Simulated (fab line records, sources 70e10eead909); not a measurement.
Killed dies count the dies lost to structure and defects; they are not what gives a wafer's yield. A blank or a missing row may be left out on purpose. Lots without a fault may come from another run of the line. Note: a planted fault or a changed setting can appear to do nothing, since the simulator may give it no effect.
A struck lot beside a sound one    flow nand harc    16 steps out of a route of 1302
Sound: these wafers, L245.1, L245.4, L245.5. The struck wafers were L250.1, L250.2, L250.4. Last of all comes the cause.
Order at every step that has rows: each side's tool, ch and its chambers, its first start. Under that, the readings that differ: sound wafers    struck wafers    difference of the means    sigmas: that difference in standard deviations of wafers without a fault.
alike: words and numbers the same on both sides, and readings whose means are apart by under 2 such deviations; not compared: readings that were withheld, readings missing a value for some wafer, numbers with overlapping values and no deviation given by the record, and bounds like >300 which may hide the same value.
A row with sigmas, a row that says differs or no value, or rows on one side alone: a step with any of these is where the two part. Non-overlapping numbers with no deviation appear without sigmas and do not part them. A reading missing from all wafers of one side parts the sides only when that side holds two or more wafers.

NHARC_A_DECK1_JOINT_INSPECT_05:
  sound on defect inspect-01, day 15 18:29; struck on defect inspect-01, day 18 07:59
  alike: raw defect count
next comes 1 step that has no rows for these wafers: NHARC_A_ONON_D2_DEP_00 (target thickness 1000 nm).
NHARC_A_ONON_D2_THK_MEAS_02: measures by ellipsometry.
  sound on film metro-02, day 15 19:04; struck on film metro-02, day 18 08:34
  alike: thk nm
next comes 1 step that has no rows for these wafers: NHARC_A_ONON_D2_DEP_03 (target thickness 1000 nm).
NHARC_A_ONON_D2_THK_MEAS_05: measures by ellipsometry.
  sound on film metro-02, day 15 19:38; struck on film metro-01, day 18 09:08
  alike: thk nm
next comes 1 step that has no rows for these wafers: NHARC_A_ONON_D2_DEP_06 (target thickness 1000 nm).
NHARC_A_ONON_D2_THK_MEAS_08: measures by ellipsometry.
  sound on film metro-01, day 15 20:13; struck on film metro-02, day 18 09:43
  alike: thk nm
next comes 1 step that has no rows for these wafers: NHARC_A_ONON_D2_DEP_09 (target thickness 1000 nm).
NHARC_A_ONON_D2_THK_MEAS_11: measures by ellipsometry.
  sound on film metro-02, day 15 20:46; struck on film metro-01, day 18 10:16
  alike: thk nm
next comes 1 step that has no rows for these wafers: NHARC_A_ONON_D2_DEP_12 (target thickness 1000 nm).
NHARC_A_ONON_D2_THK_MEAS_14: measures by ellipsometry.
  sound on film metro-01, day 15 21:20; struck on film metro-02, day 18 10:50
reading      sound           struck       difference  sigmas
thk nm (nm)  1014 1017 1014  994 991 991  -23         -3
then, 1 step without rows for these wafers: NHARC_A_ONON_D2_ANNEAL_15 (time 3600 s).
NHARC_A_ONON_D2_DEP_16: target thk 1000 nm.
  sound on pecvd onon-03 ch 0, day 16 04:09; struck on pecvd onon-03 ch 0, day 18 18:39
  alike: n2 flow sccm
NHARC_A_ONON_D2_THK_MEAS_18: measures by ellipsometry.
  sound on film metro-01, day 16 04:40; struck on film metro-02, day 18 19:10
reading      sound        struck       difference  sigmas
thk nm (nm)  987 989 988  341 342 342  -646        -70
then, 2 steps without rows for these wafers: NHARC_A_ONON_D2_DEP_19 (target thk 1000 nm); NHARC_END_SORT_01.

## WHERE THEY PART
Last at NHARC_A_ONON_D2_THK_MEAS_18 as far as this record goes, first at NHARC_A_ONON_D2_THK_MEAS_14.

WHY: what the simulator had put in
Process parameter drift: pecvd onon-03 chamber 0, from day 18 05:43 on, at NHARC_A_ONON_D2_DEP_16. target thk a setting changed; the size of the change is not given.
